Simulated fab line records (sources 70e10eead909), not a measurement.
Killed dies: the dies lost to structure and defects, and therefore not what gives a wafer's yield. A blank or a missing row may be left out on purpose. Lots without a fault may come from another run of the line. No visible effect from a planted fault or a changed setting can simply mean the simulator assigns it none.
fab line records -- flow nandHarc
record lots=6, wafers=18, lastDay=34
route steps=1302 shown P_START@1 P_ZERO_WELL@2
lots that met no fault: from a run of the same line without faults
startH: hours from the record's first day to the start of the lot's first wafer shown -- waitH: hours since the lot's step before -- " as in the row above -- L1.1+2: a row that stands for several wafers -- - no value, or no start was given -- * or withheld: withheld -- < > ~ a bound
route shown NAME@n: NAME is a module with steps in the file, n the number in the route of the first one -- usual: mean and standard deviation over wafers with no fault -- same: alike in all rows -- chamber/n: place in a boat -- sites: per-site readings -- _std_site: the standard deviation of these -- _edge_site: mean of outer sites minus mean of inner sites -- radiusMm: how far each site lies from the wafer's centre -- mask NAME#n: copy n -- behind: the most recent tool/chamber to have shaped the wafer -- hold: what put the lot on hold/how long, in hours/how the hold closed -- device: names the non-switching transistor (n, p or np) -- end of line: the same wafers' tests at the end of the route -- for a step that has no rows: nothing shown but its recipe -- killed: count of dies lost to structure and defects at first sort (not the wafer's yield) -- map: shows each die of a wafer: x if killed, . if not, _ if none is there
set.NAME: the setting the step ran with; set.NAME@STEP: the setting that earlier step ran with -- model.NAME: the simulator's own value behind a step, which no gauge read
lots at selected steps of the route; one table per step, one row per wafer
services: from which hour (startH, from the record's first day; less than 0 if before it) a tool's chamber was out of use, for how many hours, and why
## steps
# step NHARC_P_START_INSPECT_01
# usual rawDefectCount=3.5/1.7
lot.wafer,tool,chamber,startH,waitH,rawDefectCount
L645.2,defectInspect-02,-,70.04,-,2
L645.3,defectInspect-02,-,70.04,-,10
L645.5,defectInspect-02,-,70.04,-,5
L647.1,defectInspect-02,-,90.04,-,2
L647.4,defectInspect-02,-,90.04,-,3
L647.5,defectInspect-02,-,90.04,-,1
L655.1,defectInspect-02,-,170.04,-,5
L655.5,defectInspect-02,-,170.04,-,2
L655.6,defectInspect-02,-,170.04,-,3
L656.4,defectInspect-02,-,180.05,-,3
L656.5,defectInspect-02,-,180.05,-,3
L656.6,defectInspect-02,-,180.05,-,4
L659.3,defectInspect-01,-,210.04,-,3
L659.5,defectInspect-01,-,210.04,-,4
L659.6,defectInspect-01,-,210.04,-,7
L663.1,defectInspect-02,-,250.04,-,3
L663.3,defectInspect-02,-,250.04,-,6
L663.5,defectInspect-02,-,250.04,-,4
# step NHARC_P_ZERO_WELL_PRECLEAN_00
# recipe timeS=600, tempC=120, chemistry=SPM
# step NHARC_P_ZERO_WELL_SRD_01
# step NHARC_P_ZERO_WELL_PECVD_02
# recipe targetThkA=100, tempC=400, pressureTorr=6.5, rfW=withheld, teosFlowSccm=withheld, flowSccm=2650, targetThkNm=10, gas=O2, material=SiO2
# step NHARC_P_ZERO_WELL_DEHYDRATE_03
# recipe tempC=150, timeS=120
# step NHARC_P_ZERO_WELL_HMDS_04
# recipe timeS=30
# step NHARC_P_ZERO_WELL_COAT_64
# recipe tempC=200, timeS=65
# step NHARC_P_ZERO_WELL_COAT_05
# recipe spinRpm=2000, resistThkNm=600
# step NHARC_P_ZERO_WELL_SOFTBAKE_06
# recipe tempC=125, timeS=70
# usual heaterPowerTotalW=200.7/1.2
lot.wafer,tool,chamber,startH,waitH,heaterPowerTotalW
L645.2,lithoTrack-03,0,70,-,199.4
L645.3,lithoTrack-03,0,70,-,200.8
L645.5,lithoTrack-03,0,70,-,202.5
L647.1,lithoTrack-02,0,90,-,198.9
L647.4,lithoTrack-02,0,90,-,200.5
L647.5,lithoTrack-02,0,90,-,202.3
L655.1,lithoTrack-03,0,170,-,208.7
L655.5,lithoTrack-03,0,170,-,206.6
L655.6,lithoTrack-03,0,170,-,207.1
L656.4,lithoTrack-03,0,180,-,207.5
L656.5,lithoTrack-03,0,180,-,207.7
L656.6,lithoTrack-03,0,180,-,210.1
L659.3,lithoTrack-05,0,210,-,199.7
L659.5,lithoTrack-05,0,210,-,199.7
L659.6,lithoTrack-05,0,210,-,198.9
L663.1,lithoTrack-05,0,250,-,202.6
L663.3,lithoTrack-05,0,250,-,199.3
L663.5,lithoTrack-05,0,250,-,202.6
# step NHARC_P_ZERO_WELL_EBR_07
# step NHARC_P_ZERO_WELL_EXPOSE_08
# recipe na=0.55, targetCdNm=500, doseMj=33.8, maskId=P_ZERO
# step NHARC_P_ZERO_WELL_PEB_09
# recipe pebTempC=128, pebTimeS=80
# step NHARC_P_ZERO_WELL_DEVELOP_10
# recipe timeS=50, devTempC=22
# step NHARC_P_ZERO_WELL_CD_MEAS_11
# recipe targetCdNm=500, landingEnergyEv=500
# usual cdNm=499.8/1.5
lot.wafer,tool,chamber,startH,waitH,hold,cdNm
L645.2,cdSem-01,0,81.24,-,-,498.8
L645.3,cdSem-01,0,81.24,-,-,499.6
L645.5,cdSem-01,0,81.24,-,-,499.6
L647.1,cdSem-01,0,91.25,-,-,498.7
L647.4,cdSem-01,0,91.25,-,-,499.0
L647.5,cdSem-01,0,91.25,-,-,499.8
L655.1,cdSem-02,0,171.24,-,awaitDispo/0.2h/release,508.1
L655.5,cdSem-02,0,171.24,-,awaitDispo/0.2h/release,508.9
L655.6,cdSem-02,0,171.24,-,awaitDispo/0.2h/release,509.5
L655.1,cdSem-02,0,-,-,-,508.1
L655.5,cdSem-02,0,-,-,-,509.1
L655.6,cdSem-02,0,-,-,-,509.5
L656.4,cdSem-03,0,181.26,-,awaitDispo/0.2h/release,508.6
L656.5,cdSem-03,0,181.26,-,awaitDispo/0.2h/release,510.1
L656.6,cdSem-03,0,181.26,-,awaitDispo/0.2h/release,505.6
L656.4,cdSem-03,0,-,-,-,507.8
L656.5,cdSem-03,0,-,-,-,510.3
L656.6,cdSem-03,0,-,-,-,506.1
L659.3,cdSem-02,0,211.24,-,-,498.9
L659.5,cdSem-02,0,211.24,-,-,501.7
L659.6,cdSem-02,0,211.24,-,-,502.1
L663.1,cdSem-01,0,251.24,-,-,498.8
L663.3,cdSem-01,0,251.24,-,-,498.0
L663.5,cdSem-01,0,251.24,-,-,499.4
## services
tool,chamber,startH,hours,kind
lithoTrack-02,-,52.00,7.0,pm
lithoTrack-03,-,100.00,7.0,pm
lithoTrack-05,-,124.00,7.0,pm
lithoTrack-02,-,227.00,7.0,pm
## key
firstSign step=NHARC_P_ZERO_WELL_SOFTBAKE_06, reading=heaterPowerTotalW, direction=up, sigmas=5.8, usual=*, struck=*
effect step=NHARC_P_ZERO_WELL_CD_MEAS_11, reading=visit, direction=added
effect step=NHARC_P_ZERO_WELL_CD_MEAS_11, reading=cdNm, direction=up, sigmas=5.7, usual=499.8, struck=508.5
metAt NHARC_P_ZERO_WELL_SOFTBAKE_06
struckWafers L655.1,L655.5,L655.6,L656.4,L656.5,L656.6
testerLeftOut L655,L656
onsetBetween 70 170
fault kind=processParameterDrift, tool=lithoTrack-03, chamber=-, onsetH=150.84, steps=NHARC_P_ZERO_WELL_SOFTBAKE_06, channel=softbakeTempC, offset=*, shape=step, endH=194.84, actsIn=*, stated=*
# testerLeftOut: of these lots the tester's yield and bins aren't shown, on N5 and GAA mostly nor the transistor test; their killed dies are dies lost to structure and defects alone, not to doping, threshold or leakage, so they don't give the yield
